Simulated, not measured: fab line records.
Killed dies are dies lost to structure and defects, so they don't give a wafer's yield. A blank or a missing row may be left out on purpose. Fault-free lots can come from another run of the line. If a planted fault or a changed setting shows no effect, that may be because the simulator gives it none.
Struck lot and sound lot, side by side ; flow n5 finfet ; 14 out of 1938 route steps
Sound: wafers L793.1, L793.5, L793.6. Struck: wafer L803.5; the same lot's L803.6 was not struck, so it is left out; see the end for the cause.
At each step with rows: each side's tool, then ch and its chambers, then its first start. Under that, the readings that differ: sound wafers ; struck wafers ; difference of the means ; sigmas: that difference in standard deviations of wafers without a fault.
alike: a reading whose means differ by less than 2 such deviations, as well as words and numbers matching on both sides. not compared: withheld readings; readings where some wafer has no value; bounds like >300 that might hide an equal value; numbers whose values overlap and for which the record gives no deviation.
The two part at a step that has a row with sigmas, a row that says differs or no value, or rows on one side only. Numbers that have no deviation but don't overlap get no sigmas and don't part them. A reading that every wafer of one side lacks parts them only if that side has two wafers or more.

first, 9 steps without rows for these wafers: N5_BEOL_M7_COAT_63 (time 60 s, resist thk 60 nm); N5_BEOL_M7_COAT_64 (time 60 s, resist thk 12 nm); N5_BEOL_M7_COAT_71 (time 60 s, resist thk 5 nm); N5_BEOL_M7_COAT_22 (resist thk 30 nm); N5_BEOL_M7_EBR_24; N5_BEOL_M7_SOFTBAKE_23 (time 60 s); N5_BEOL_M7_EXPOSE_25 (exposes mask V6, target cd 40 nm); N5_BEOL_M7_PEB_26 (peb time 60 s); N5_BEOL_M7_DEVELOP_27 (develop time 30 s).
N5_BEOL_M7_CD_MEAS_28 targets a cd of 40 nm.
  sound on cd sem-03 ch 0, day 9 21:19; struck on cd sem-02 ch 0, day 12 19:38
  alike: cd nm
N5_BEOL_M7_OVL_MEAS_29:
  sound on overlay-02 ch 0, day 9 21:20; struck on overlay-01 ch 0, day 12 19:41
  alike: V6_OVL
N5_BEOL_M7_INSPECT_30: inspects for defects (brightfield).
  sound on defect inspect-02 at day 9 21:24; struck on defect inspect-01 at day 12 19:43
  alike: raw defect count
N5_BEOL_M7_DESCUM_33: chemistry O2, time 7 s.
  sound on rie diel-02 ch 1,2,3, day 9 22:05; struck on rie diel-02 ch 2, day 12 19:46
reading;sound;struck;difference;sigmas
model.CAR-EUV_of_BEOL_M7_COAT_22.thk nm (nm);26.2 26.2 26.2;26.4;+0.2;
  alike: drypump motor current A, oes product au, rf vpp V, showerhead plenum p Torr, throttle valve pct
  not compared: rf hours counter h
N5_BEOL_M7_ETCH_72: etches underlayer in N2/H2, target depth 6.5 nm, time 5.2 s.
  sound on rie diel-02 ch 1,2,3, day 9 22:08; struck on rie diel-02 ch 2, day 12 19:47
reading;sound;struck;difference;sigmas
etch rf on time s (s);5.10 5.05 5.11;5.33;+0.24;+3
  alike: drypump motor current A, n2 flow sccm, oes product au, rf vpp V, showerhead plenum p Torr, throttle valve pct
  not compared: rf hours counter h

WHERE THEY PART
N5_BEOL_M7_ETCH_72 only, going by this record.

WHY: what the simulator had put in
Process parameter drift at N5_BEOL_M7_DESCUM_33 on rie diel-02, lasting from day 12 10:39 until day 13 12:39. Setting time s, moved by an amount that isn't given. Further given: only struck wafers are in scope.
